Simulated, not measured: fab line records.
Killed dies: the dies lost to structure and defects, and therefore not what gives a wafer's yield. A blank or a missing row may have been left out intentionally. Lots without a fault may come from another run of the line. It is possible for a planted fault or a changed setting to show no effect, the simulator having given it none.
fab line records ; flow n5Finfet ; part 2 of 2: steps 29 to 33 of 33
[record] lots = 5; wafers = 15; lastDay = 18
route steps=1938 shown BEOL_M6@1251 BEOL_M7@1263
lots untouched by any fault: they come from a run of this same line in which no faults occurred
startH: start of the lot's first displayed wafer, in hours after the record's first day ; waitH: hours from the lot's prior step to this one ; " unchanged from the row above ; L1.1+2: a single row standing in for several wafers ; - no value, or no start was given ; * or withheld: withheld ; < > ~ a bound
route shown NAME@n: names a module that has steps shown in the file, with the first one's number in the route ; usual: mean/standard deviation of fault-free wafers ; same: alike in all rows ; chamber/n: place in a boat ; sites: the reading at each site ; _std_site: the standard deviation of these ; _edge_site: the outer-site mean with the inner-site mean subtracted ; radiusMm: how far each site lies from the wafer's centre ; mask NAME#n: copy n ; behind: the most recent tool/chamber to have shaped the wafer ; hold: why the lot was held/for how many hours/how that ended ; device: which transistor (n, p or np) failed to switch ; end of line: tests of these same wafers at the route's end ; for a step that has no rows: nothing shown but its recipe ; killed: not the wafer's yield, but the dies lost to structure and defects at the first sort ; map: a wafer's dies, marking killed ones x, the rest . and places with no die _
set.NAME: the setting the step ran with; set.NAME@STEP: the setting that earlier step ran with ; model.NAME: the simulator's own value behind a step, which no gauge read
lots seen at some steps along the route; tables by step, rows by wafer
services: the hour from which a tool's chamber was out of use, counted from the record's first day as startH (under 0 if before that day), plus the number of hours and why
[[steps]]
[step N5_BEOL_M7_DESCUM_16]
[recipe] chemistry = O2; timeS = 7.9; sourcePowerW = 50; biasPowerW = 20; pressureMtorr = 20; rfFrequencyHz = 2.712e+07; tempC = 40; resist = CAR-ArF; o2FlowSccm = 225
[usual] drypumpMotorCurrentA = 5.9/0.33; oesProductAu = 0.80/0.091; rfVppV = 243.4/1; showerheadPlenumPTorr = 2.11/0.043; throttleValvePct = 20.42/0.24
lot.wafer;tool;chamber;startH;waitH;drypumpMotorCurrentA;oesProductAu;rfHoursCounterH;rfVppV;showerheadPlenumPTorr;throttleValvePct
L075.4;rieDiel-01;1;195.26;0.2;5.9;0.68;-;243.5;2.06;20.40
L075.5;rieDiel-01;0;195.26;0.2;6.3;0.66;-;243.3;2.15;20.35
L075.6;rieDiel-01;2;195.26;0.2;5.5;0.67;-;244.5;2.16;20.77
L079.1;rieDiel-02;2;228.27;0.0;6.3;0.93;22;242.3;2.13;20.44
L079.4;rieDiel-02;0;228.27;0.0;5.4;0.79;96;244.1;2.10;20.34
L079.5;rieDiel-02;3;228.27;0.0;5.6;0.72;-;244.3;2.09;20.19
L088.2;rieDiel-01;2;280.53;0.1;5.5;0.66;247;244.3;2.15;20.80
L088.3;rieDiel-01;0;280.53;0.1;6.3;0.92;20;245.0;2.14;20.00
L088.6;rieDiel-01;0;280.53;0.1;6.3;0.92;-;244.0;2.14;20.00
L095.1;rieDiel-01;2;336.96;0.0;5.5;0.97;7;244.9;2.15;20.42
L095.3;rieDiel-01;3;336.96;0.0;5.8;0.75;164;242.3;2.00;20.74
L095.5;rieDiel-01;3;336.96;0.0;5.8;0.75;-;243.8;2.00;20.72
L097.1;rieDiel-02;0;342.21;0.0;5.4;0.76;129;242.8;2.09;20.41
L097.3;rieDiel-02;1;342.21;0.0;6.4;0.70;224;242.2;2.06;20.72
L097.6;rieDiel-02;3;342.21;0.0;5.7;0.70;-;243.4;2.08;20.25
[step N5_BEOL_M7_ETCH_61]
[recipe] chemistry = CF4; target = SiARC; targetDepthA = 455; maskMaterial = CAR-ArF; timeS = 75.8; ionEnergyEv = 80; pressureMtorr = 40; sourceW = 545; biasW = 36; Ar_flow_sccm = 100; cf4FlowSccm = 100; ends = cleared
[usual] drypumpMotorCurrentA = 5.9/0.33; etchRfOnTimeS = 75.2/1.3; oesProductAu = 0.68/0.077; rfVppV = 184.2/0.99; showerheadPlenumPTorr = 2.16/0.038; throttleValvePct = 15.60/0.25
lot.wafer;tool;chamber;startH;waitH;drypumpMotorCurrentA;etchRfOnTimeS;oesProductAu;rfHoursCounterH;rfVppV;showerheadPlenumPTorr;throttleValvePct
L075.4;rieDiel-01;1;195.31;0.0;5.9;76.3;0.59;-;183.1;2.12;15.73
L075.5;rieDiel-01;0;195.31;0.0;6.3;77.2;0.57;-;184.4;2.19;15.60
L075.6;rieDiel-01;2;195.31;0.0;5.5;75.5;0.59;-;185.4;2.21;15.96
L079.1;rieDiel-02;2;228.30;0.0;6.3;72.5;0.80;22;185.6;2.18;15.58
L079.4;rieDiel-02;0;228.30;0.0;5.4;75.4;0.68;96;184.1;2.16;15.57
L079.5;rieDiel-02;3;228.30;0.0;5.7;75.4;0.63;-;184.6;2.14;15.44
L088.2;rieDiel-01;2;280.57;0.0;5.5;76.0;0.57;247;185.8;2.20;16.02
L088.3;rieDiel-01;0;280.57;0.0;6.3;75.2;0.79;20;185.2;2.19;15.15
L088.6;rieDiel-01;0;280.57;0.0;6.3;75.2;0.79;-;184.3;2.19;15.15
L095.1;rieDiel-01;2;336.99;0.0;5.5;75.1;0.82;8;185.1;2.19;15.53
L095.3;rieDiel-01;3;336.99;0.0;5.8;75.7;0.64;164;182.5;2.06;15.93
L095.5;rieDiel-01;3;336.99;0.0;5.8;74.3;0.65;-;182.5;2.06;15.93
L097.1;rieDiel-02;0;342.24;0.0;5.4;74.7;0.65;129;185.5;2.15;15.63
L097.3;rieDiel-02;1;342.24;0.0;6.4;74.7;0.60;224;185.6;2.12;15.98
L097.6;rieDiel-02;3;342.24;0.0;5.6;76.4;0.60;-;183.7;2.13;15.52
[step N5_BEOL_M7_ETCH_62]
[recipe] chemistry = N2/H2; target = SOC; targetDepthA = 1100; overetchA = 220; maskMaterial = SiARC; tempC = 40; timeS = 165; ionEnergyEv = 200; pressureMtorr = 30; sourceW = 840; biasW = 150; n2FlowSccm = 200; h2FlowSccm = 200
[usual] drypumpMotorCurrentA = 5.9/0.33; oesProductAu = 0.68/0.073; rfVppV = 524.3/1.5; showerheadPlenumPTorr = 2.56/0.048; throttleValvePct = 17.81/0.28
lot.wafer;tool;chamber;startH;waitH;drypumpMotorCurrentA;oesProductAu;rfHoursCounterH;rfVppV;showerheadPlenumPTorr;throttleValvePct
L075.4;rieDiel-01;1;195.41;0.1;5.9;0.58;-;523.7;2.51;17.83
L075.5;rieDiel-01;0;195.41;0.1;6.3;0.57;-;524.5;2.60;17.70
L075.6;rieDiel-01;2;195.41;0.1;5.5;0.57;-;526.2;2.62;18.18
L079.1;rieDiel-02;2;228.36;0.0;6.3;0.78;22;526.1;2.59;17.72
L079.4;rieDiel-02;0;228.36;0.0;5.4;0.66;96;523.8;2.57;17.81
L079.5;rieDiel-02;3;228.36;0.0;5.6;0.61;-;522.5;2.54;17.65
L088.2;rieDiel-01;2;280.62;0.0;5.5;0.56;247;525.7;2.61;18.23
L088.3;rieDiel-01;0;280.62;0.0;6.3;0.77;20;524.4;2.59;17.33
L088.6;rieDiel-01;0;280.62;0.0;6.3;0.78;-;524.0;2.59;17.34
L095.1;rieDiel-01;2;337.05;0.0;5.5;0.83;8;525.5;2.60;17.79
L095.3;rieDiel-01;3;337.05;0.0;5.8;0.64;164;521.5;2.44;18.18
L095.5;rieDiel-01;3;337.05;0.0;5.8;0.64;-;520.3;2.44;18.18
L097.1;rieDiel-02;0;342.30;0.0;5.4;0.64;129;525.2;2.56;17.87
L097.3;rieDiel-02;1;342.30;0.0;6.4;0.59;224;523.3;2.51;18.24
L097.6;rieDiel-02;3;342.30;0.0;5.7;0.60;-;524.1;2.53;17.70
[step N5_BEOL_M7_STRIP_68]
[recipe] chemistry = N2/H2; tempC = 40; n2FlowSccm = 200; h2FlowSccm = 200; rfFrequencyHz = 6e+07
lot.wafer;tool;chamber;startH;waitH
L075.4+5+6;rieDiel-01;1,0,2;195.48;0.0
L079.1+4+5;rieDiel-02;2,0,3;228.49;0.1
L088.2+3+6;rieDiel-01;2,0,0;280.76;0.1
L095.1+3+5;rieDiel-01;2,3,3;337.18;0.1
L097.1+3+6;rieDiel-02;0,1,3;342.43;0.1
[step N5_BEOL_M7_STRIP_67]
[recipe] chemistry = CF4; resist = SiARC; powerW = 300; biasPowerW = 75; pressureMtorr = 50; cf4FlowSccm = 150; rfFrequencyHz = 6e+07
[usual] drypumpMotorCurrentA = 5.9/0.33; oesProductAu = 0.80/0.086; rfVppV = 271.4/1.1; showerheadPlenumPTorr = 1.81/0.031; throttleValvePct = 13.57/0.26
lot.wafer;tool;chamber;startH;waitH;drypumpMotorCurrentA;oesProductAu;rfHoursCounterH;rfVppV;showerheadPlenumPTorr;throttleValvePct
L075.4;rieDiel-01;1;195.49;0.0;5.9;0.69;-;271.6;1.77;13.76
L075.5;rieDiel-01;0;195.49;0.0;6.3;0.67;-;273.2;1.84;13.65
L075.6;rieDiel-01;2;195.49;0.0;5.5;0.69;-;273.0;1.86;13.98
L079.1;rieDiel-02;2;228.50;0.0;6.3;0.91;22;270.2;1.83;13.53
L079.4;rieDiel-02;0;228.50;0.0;5.4;0.79;96;273.3;1.81;13.54
L079.5;rieDiel-02;3;228.50;0.0;5.7;0.73;-;272.4;1.80;13.44
L088.2;rieDiel-01;2;280.77;0.0;5.5;0.67;247;270.0;1.85;14.06
L088.3;rieDiel-01;0;280.77;0.0;6.3;0.91;20;272.7;1.83;13.11
L088.6;rieDiel-01;0;280.77;0.0;6.3;0.92;-;271.8;1.83;13.12
L095.1;rieDiel-01;2;337.19;0.0;5.5;0.96;8;272.1;1.84;13.49
L095.3;rieDiel-01;3;337.19;0.0;5.8;0.75;165;267.9;1.73;13.95
L095.5;rieDiel-01;3;337.19;0.0;5.8;0.74;-;269.5;1.73;13.92
L097.1;rieDiel-02;0;342.44;0.0;5.4;0.76;129;270.0;1.80;13.63
L097.3;rieDiel-02;1;342.44;0.0;6.4;0.69;224;270.2;1.78;13.98
L097.6;rieDiel-02;3;342.44;0.0;5.6;0.71;-;269.2;1.79;13.50
[[services]]
tool;chamber;startH;hours;kind
ecdCu-01;-;176.73;4.8;repair
rieDiel-02;3;191.01;10.1;repair
pecvd-04;-;200.20;0.3;repair
uvCure-03;-;205.77;1.0;pm
cvdCo-01;-;206.43;0.5;repair
ecdCu-01;-;213.73;5.5;pm
arfiScanner-01;-;224.49;0.8;pm
cmp-01;-;230.12;0.3;repair
uvCure-03;-;241.28;22.2;pm
arfiScanner-01;-;248.30;1.3;pm
arfiScanner-01;-;252.76;3.9;pm
pecvd-02;0;253.33;6.3;repair
pecvd-04;0;254.36;4.9;repair
rieDiel-02;-;275.29;0.6;repair
cmp-01;-;277.20;1.9;repair
arfiScanner-01;-;288.02;1.0;pm
cmp-01;-;292.69;1.4;repair
cmp-01;-;298.24;4.0;pm
rieDiel-02;-;303.01;0.5;repair
rieDiel-01;0;311.36;5.4;repair
pecvd-02;-;316.35;6.0;pm
pvdSputter-02;-;335.43;2.0;repair
rieDiel-01;-;338.55;0.3;repair
pecvd-02;1;339.08;4.0;repair
